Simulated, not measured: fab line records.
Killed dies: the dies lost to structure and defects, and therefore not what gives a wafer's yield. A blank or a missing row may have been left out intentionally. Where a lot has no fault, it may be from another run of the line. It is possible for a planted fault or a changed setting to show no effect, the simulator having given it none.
Split-lot trial    flow n5 finfet    route with 1938 steps; 7 lots, 21 wafers read

## SPLIT DETAILS
At N5_PMOS_HMC_CHANNEL_EPI_ETCH_32 (etches BARC in N2/H2, stops on SiO2, target depth 85.8 nm, time 50.3 s), the setting bias w was moved away from the recipe's 150 W on 6 of the 21 wafers read, by -12.2% to +10.9%. For the rest of the wafers, this setting stayed at what the recipe calls for.

Reading taken at the split's own step.

## THE READING
rf vpp V, in V, at N5_PMOS_HMC_CHANNEL_EPI_ETCH_32 (etches BARC in N2/H2, stops on SiO2, target depth 85.8 nm, time 50.3 s). A value of 523.9 V with a standard deviation of 2.5 V is what fault-free wafers of this fab line usually give.

wafer   tool, chamber at the split  bias w as run, W  against the recipe  rf vpp V, V  against lot-mates on the recipe
L076.1  rie diel-03, 3              150               recipe              528.1        -
L076.4  rie diel-03, 3              150               recipe              528.7        -
L076.5  rie diel-03, 1              137.3             -8.5%               490.8        -37.6
L080.1  rie diel-01, 3              150               recipe              523.3        -
L080.2  rie diel-01, 2              161.8             +7.9%               552.4        +27.6
L080.4  rie diel-01, 2              150               recipe              526.2        -
L081.3  rie diel-02, 2              150               recipe              520.8        -
L081.4  rie diel-02, 0              150               recipe              526.4        -
L081.5  rie diel-02, 2              150               recipe              521.7        -
L090.4  rie diel-03, 1              150               recipe              518.7        -
L090.5  rie diel-03, 2              150               recipe              523.7        -
L090.6  rie diel-03, 3              150               recipe              529.3        -
L091.2  rie diel-01, 0              163.7             +9.1%               553.8        +30.8
L091.3  rie diel-01, 3              150               recipe              522.3        -
L091.6  rie diel-01, 1              150               recipe              523.7        -
L092.2  rie diel-01, 0              150               recipe              525.8        -
L092.4  rie diel-01, 2              131.7             -12.2%              484.8        -41.8
L092.5  rie diel-01, 2              150               recipe              527.5        -
L097.2  rie diel-01, 2              166.3             +10.9%              562.6        +38.5
L097.3  rie diel-01, 0              150               recipe              524.1        -
L097.4  rie diel-01, 3              166.3             +10.9%              557.3        +33.2

FIT RESULTS
A straight line over all 21 wafers: rf vpp V changes by +3.37 V for each +1% of bias w; r = +0.99; the points scatter about the line by 3.1 V.
The same after taking each lot's own level away (the mean of its wafers on the recipe; 21 wafers): +3.52 V for each +1%; r = +0.99; scatter 2.9 V.
On that fit, the largest move of bias w shifts the reading by 43 V.
Measured against the standard deviation above, the lots' own levels, which go from 522.97 to 528.40 V, span 2.2 times it.
Hence the lot-to-lot level has little effect on the slope; both slopes agree.
Check: with one of the wafers moved furthest among these (-12.2%) left out of the fit, the line predicts -44.4 V for it against its lot-mates. Against them it came out at -41.8 V.
Tool readings at the split's step, against how far the setting was moved: rf vpp V r = +0.99.

## THESE WAFERS: OTHER SPLITS
These wafers also went through other splits before the reading. Each is held against what the fit with the lots' levels taken away leaves over:
other split on the same wafers             wafers away from the commonest value  r with rf vpp V (lot level and that fit taken away)
N5_WELL_APT_COAT_02 spin rpm               8                                     +0.00
N5_WELL_APT_EXPOSE_05 dose mj              6                                     -0.03
N5_PMOS_HMC_CHANNEL_EPI_PEB_07 peb time s  6                                     +0.01

## FILE'S OWN FIT
rf vpp V changes by +3.55 V for each +1% of bias w, r = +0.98.
